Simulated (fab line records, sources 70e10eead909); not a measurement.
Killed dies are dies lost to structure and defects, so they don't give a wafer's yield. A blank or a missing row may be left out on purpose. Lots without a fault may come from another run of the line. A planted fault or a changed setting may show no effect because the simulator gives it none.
fab line records | flow nand_harc | part 2 of 2: steps 5 to 6 of 6
record lots=23 wafers=69 last_day=25
route steps=1159 shown A_CONTACT@914 A_BLC@977 A_M0@1019
lots that met no fault: from a run of the same line without faults
start_h: hours from the record's first day to the start of the lot's first wafer shown | wait_h: hours since the lot's step before | " the same as in the row above | L1.1+2: a row that stands for several wafers | - no value, or no start given | * or withheld: withheld | < > ~ a bound
route shown NAME@n: a module of which the file shows steps, and the number in the route of the first | usual: mean/standard deviation of fault-free wafers | same: alike in all rows | chamber/n: place in a boat | sites: the reading at each site | _std_site: their standard deviation | _edge_site: outer sites' mean less inner sites' | radius_mm: how far each site lies from the wafer's centre | mask NAME#n: copy n | behind: the tool/chamber that last shaped the wafer | hold: why the lot was held/for how many hours/how that ended | device: the transistor (n, p or np) that didn't switch | end of line: the same wafers' tests at the end of the route | a step without rows: its recipe alone | killed: dies lost to structure and defects at the first sort, not the wafer's yield | map: a wafer's dies, x killed, . not, _ none there
set.NAME: the setting as run; set.NAME@STEP: as run at that earlier step | model.NAME: the simulator's own value behind a step, which no gauge read
steps of the route over a sample of lots; a table a step, a row a wafer
services: from which hour (start_h, from the record's first day; less than 0 if before it) a tool's chamber was out of use, for how many hours, and why
## steps
# step NHARC_A_BLC_DESCUM_15
# recipe time_s=3 o2_flow_sccm=200 ar_flow_sccm=0 bias_power_w=0 chemistry=O2
# usual drypump_motor_current_A=5.9/0.45 oes_product_au=0.996/0.011 rf_vpp_V=57.7/1 showerhead_plenum_p_Torr=1.91/0.1 throttle_valve_pct=11.312/0.0095
# same bias_power_w=0
# columns lot.wafer tool chamber start_h wait_h drypump_motor_current_A oes_product_au rf_hours_counter_h rf_vpp_V showerhead_plenum_p_Torr throttle_valve_pct
L075.3 rie_diel-12 1 394.03 0.1 6.5 0.995 2 58.6 2.08 11.306
L075.1 " 2 " " 6.7 0.978 2 57.4 2.00 11.313
L075.6 " 3 " " 5.8 1.000 - 57.9 1.98 11.317
L078.3 rie_diel-02 1 401.36 0.1 6.1 0.995 7 57.0 2.05 11.299
L078.2 " 3 " " 6.1 1.003 7 57.8 1.95 11.311
L078.5 " 2 " " 5.9 0.988 - 57.0 1.86 11.302
L077.3 rie_diel-02 3 402.69 0.1 6.1 0.999 7 57.2 1.95 11.296
L077.2 " 0 " " 5.8 1.000 7 58.0 2.04 11.298
L077.5 " 2 " " 5.9 0.984 - 57.4 1.86 11.320
L074.2 rie_diel-04 0 403.43 0.1 6.6 0.979 11 56.6 1.77 11.331
L074.1 " 3 " " 5.1 0.987 11 56.1 1.82 11.317
L074.5 " 0 " " 6.6 0.984 - 57.4 1.77 11.309
L079.3 rie_diel-04 2 405.92 0.1 5.8 1.012 11 57.5 1.78 11.313
L079.4 " 0 " " 6.6 0.984 12 56.6 1.77 11.320
L079.5 " 3 " " 5.1 0.975 - 57.4 1.82 11.316
L076.2 rie_diel-04 3 409.38 0.1 5.1 0.983 11 57.6 1.82 11.323
L076.3 " 0 " " 6.6 0.978 12 56.8 1.77 11.309
L076.5 " 0 " " 6.6 0.981 - 57.7 1.77 11.313
L080.1 rie_diel-02 1 420.04 0.1 6.1 1.000 10 58.9 2.04 11.321
L080.4 " 0 " " 5.8 0.988 10 58.9 2.04 11.288
L080.6 " 2 " " 5.9 0.980 - 55.8 1.86 11.322
L081.1 rie_diel-02 1 424.71 0.1 6.1 0.997 10 57.8 2.04 11.317
L081.5 " 2 " " 5.9 0.986 - 58.7 1.86 11.314
L081.6 " 3 " " 6.1 0.999 - 57.6 1.95 11.325
L082.4 rie_diel-04 2 439.82 0.1 5.8 1.018 14 57.2 1.78 11.314
L082.2 " 0 " " 6.6 0.971 15 56.8 1.77 11.301
L082.6 " 2 " " 5.8 1.014 - 56.7 1.78 11.318
L083.4 rie_diel-02 2 449.29 0.1 5.9 0.996 12 55.8 1.86 11.326
L083.1 " 3 " " 6.1 1.010 12 56.8 1.94 11.309
L083.3 " 0 " " 5.7 1.000 13 58.8 2.04 11.312
L085.1 rie_diel-04 0 452.85 0.1 6.5 0.984 16 58.1 1.77 11.314
L085.3 " 2 " " 5.9 1.017 15 57.4 1.78 11.313
L085.6 " 3 " " 5.1 0.997 - 55.9 1.82 11.306
L084.3 rie_diel-04 0 454.10 0.1 6.6 0.983 16 57.8 1.77 11.316
L084.1 " 2 " " 5.8 1.019 16 57.5 1.78 11.298
L084.2 " 3 " " 5.1 0.985 16 58.5 1.82 11.317
L086.3 rie_diel-02 1 467.68 0.1 6.1 0.993 14 57.8 2.04 11.312
L086.4 " 3 " " 6.0 0.996 13 58.8 1.94 11.322
L086.6 " 0 " " 5.8 0.989 - 57.2 2.04 11.303
L088.3 rie_diel-02 0 472.57 0.1 5.8 0.996 15 59.3 2.04 11.294
L088.1 " 3 " " 6.1 0.989 14 58.3 1.94 11.322
L088.5 " 0 " " 5.8 0.998 - 57.3 2.04 11.311
L089.4 rie_diel-12 1 473.74 0.1 6.5 1.020 32 59.4 2.07 11.304
L089.2 " 3 " " 5.8 1.012 32 57.5 1.97 11.302
L089.6 " 1 " " 6.5 1.016 - 57.5 2.07 11.325
L090.4 rie_diel-02 2 474.18 0.1 6.0 0.994 14 57.6 1.86 11.307
L090.1 " 0 " " 5.8 1.005 15 57.0 2.04 11.311
L090.3 " 1 " " 6.1 0.999 15 58.7 2.04 11.323
L091.2 rie_diel-02 0 494.19 0.1 5.7 0.991 17 58.7 2.04 11.307
L091.3 " 1 " " 6.1 0.992 18 59.8 2.04 11.315
L091.4 " 2 " " 5.9 0.995 16 57.0 1.86 11.300
L092.3 rie_diel-04 0 504.33 0.1 6.6 0.993 2 56.0 1.77 11.305
L092.4 " 2 " " 5.8 1.008 2 56.8 1.78 11.318
L092.5 " 0 " " 6.6 0.998 - 57.0 1.77 11.308
L093.2 rie_diel-04 1 504.49 0.1 5.2 1.002 2 57.1 1.92 11.303
L093.4 " 2 " " 5.8 1.017 2 57.8 1.78 11.296
L093.5 " 1 " " 5.2 0.998 - 57.8 1.92 11.319
L096.3 rie_diel-02 1 515.86 0.1 6.1 1.004 0 60.3 2.04 11.295
L096.6 " 0 " " 5.8 0.982 - 58.0 2.04 11.316
L096.4 " 1 " " 6.1 1.005 - 58.0 2.04 11.321
L094.2 rie_diel-04 2 521.54 0.1 5.9 1.021 5 57.0 1.78 11.307
L094.1 " 0 " " 6.6 0.989 5 57.1 1.77 11.308
L094.3 " 1 " " 5.2 0.982 5 59.0 1.92 11.327
L095.3 rie_diel-04 0 527.48 0.1 6.6 1.004 5 57.0 1.77 11.316
L095.4 " 1 " " 5.2 0.990 6 58.7 1.92 11.312
L095.5 " 2 " " 5.8 1.011 - 55.0 1.78 11.310
L097.3 rie_diel-02 3 545.30 0.1 6.1 0.994 3 54.7 1.94 11.314
L097.5 " 3 " " 6.1 0.990 - 57.4 1.94 11.322
L097.6 " 0 " " 5.8 0.998 - 59.6 2.04 11.315
# step NHARC_A_M0_CMP_23
# recipe t_overpolish_s=20 target_thk_nm=113.75
# usual motor_current_A=11.2/1.2 time_to_endpoint_s=27.7/2.1
# columns lot.wafer tool chamber start_h wait_h motor_current_A time_to_endpoint_s
L075.3 cmp-04 2 403.17 - 13.1 26.9
L075.1 " 1 " " 12.3 27.1
L075.6 " 2 " " 13.9 28.9
L078.2 cmp-04 2 407.47 - 13.7 31.6
L078.3 " 0 " " 10.3 28.5
L078.5 " 2 " " 13.7 30.8
L077.2 cmp-03 0 408.79 - 11.2 30.0
L077.3 " 2 " " 11.0 27.2
L077.5 " 1 " " 11.3 28.5
L074.2 cmp-04 1 410.00 - 12.3 27.6
L074.1 " 2 " " 13.1 24.9
L074.5 " 1 " " 12.1 29.5
L079.3 cmp-02 0 412.57 - 9.7 29.6
L079.4 " 3 " " 11.0 27.6
L079.5 " 1 " " 10.5 28.9
L076.3 cmp-04 0 415.32 - 10.4 29.5
L076.2 " 2 " " 13.7 33.4
L076.5 " 1 " " 12.3 31.9
L080.1 cmp-03 3 427.23 - 11.4 29.9
L080.4 " 0 " " 11.0 30.0
L080.6 " 0 " " 11.1 29.3
L081.1 cmp-04 1 431.95 - 11.7 28.4
L081.5 " 2 " " 13.9 30.1
L081.6 " 3 " " 10.3 30.0
L082.4 cmp-04 1 448.07 - 12.2 28.4
L082.2 " 2 " " 13.4 30.0
L082.6 " 1 " " 12.6 27.5
L083.3 cmp-03 3 455.39 - 10.6 28.1
L083.1 " 0 " " 11.1 28.4
L083.4 " 1 " " 11.4 26.3
L085.3 cmp-02 1 459.24 - 10.8 26.6
L085.1 " 2 " " 12.9 28.2
L085.6 " 3 " " 10.6 25.6
L084.2 cmp-02 0 460.39 - 10.3 27.6
L084.3 " 2 " " 13.0 24.5
L084.1 " 3 " " 11.4 27.1
L086.3 cmp-03 2 475.48 - 10.8 27.4
L086.4 " 0 " " 11.7 28.0
L086.6 " 3 " " 10.8 30.3
L088.1 cmp-03 3 478.56 - 10.8 28.3
L088.3 " 0 " " 11.2 28.3
L088.5 " 3 " " 11.0 27.8
L089.2 cmp-04 1 481.08 - 12.1 26.6
L089.4 " 2 " " 13.7 26.1
L089.6 " 0 " " 10.5 20.9
L090.3 cmp-03 3 481.35 - 10.8 29.2
L090.4 " 0 " " 11.0 29.8
L090.1 " 1 " " 11.5 27.3
L091.3 cmp-02 0 506.00 - 10.8 27.8
L091.4 " 1 " " 10.7 25.3
L091.2 " 2 " " 12.6 25.3
L092.4 cmp-02 2 510.76 - 12.2 24.6
L092.3 " 3 " " 10.7 28.5
L092.5 " 1 " " 10.4 26.0
L093.2 cmp-02 1 511.06 - 10.9 27.8
L093.4 " 2 " " 12.6 26.4
L093.5 " 2 " " 13.1 25.2
L096.4 cmp-02 3 524.85 - 10.2 26.7
L096.3 " 2 " " 12.7 27.1
L096.6 " 0 " " 10.0 30.6
L094.1 cmp-04 3 530.55 - 10.0 25.7
L094.2 " 0 " " 10.4 25.6
L094.3 " 1 " " 11.9 29.3
L095.3 cmp-02 3 534.26 - 10.4 27.4
L095.4 " 1 " " 10.5 26.7
L095.5 " 0 " " 10.6 30.1
L097.3 cmp-02 3 552.31 - 10.6 28.5
L097.5 " 0 " " 11.1 27.3
L097.6 " 1 " " 10.7 24.3
## services
# columns tool chamber start_h hours kind
cmp-04 - 360.20 1.5 repair
rie_diel-04 1 370.41 8.1 repair
cmp-02 - 372.48 1.2 repair
rie_diel-02 1 384.18 3.1 repair
cmp-03 - 388.66 2.4 repair
rie_diel-11 - 398.65 9.0 pm
cmp-04 - 399.13 4.0 pm
cmp-02 - 422.34 0.2 repair
cmp-02 - 422.57 4.0 pm
rie_diel-11 3 429.84 5.1 repair
cmp-03 - 450.02 4.0 pm
rie_diel-04 - 465.90 9.0 pm
rie_diel-10 3 468.39 1.6 repair
rie_diel-08 - 478.82 9.0 pm
cmp-03 - 483.92 68.5 repair
cmp-04 - 497.13 4.0 pm
rie_diel-02 - 504.71 9.0 pm
cmp-02 - 520.58 4.0 pm
cmp-02 - 528.94 0.9 repair
rie_diel-02 2 529.16 1.6 repair
rie_diel-10 - 530.52 9.0 pm
rie_diel-11 1 534.29 11.0 repair
rie_diel-08 1 535.80 9.2 repair
cmp-04 - 537.90 0.2 repair
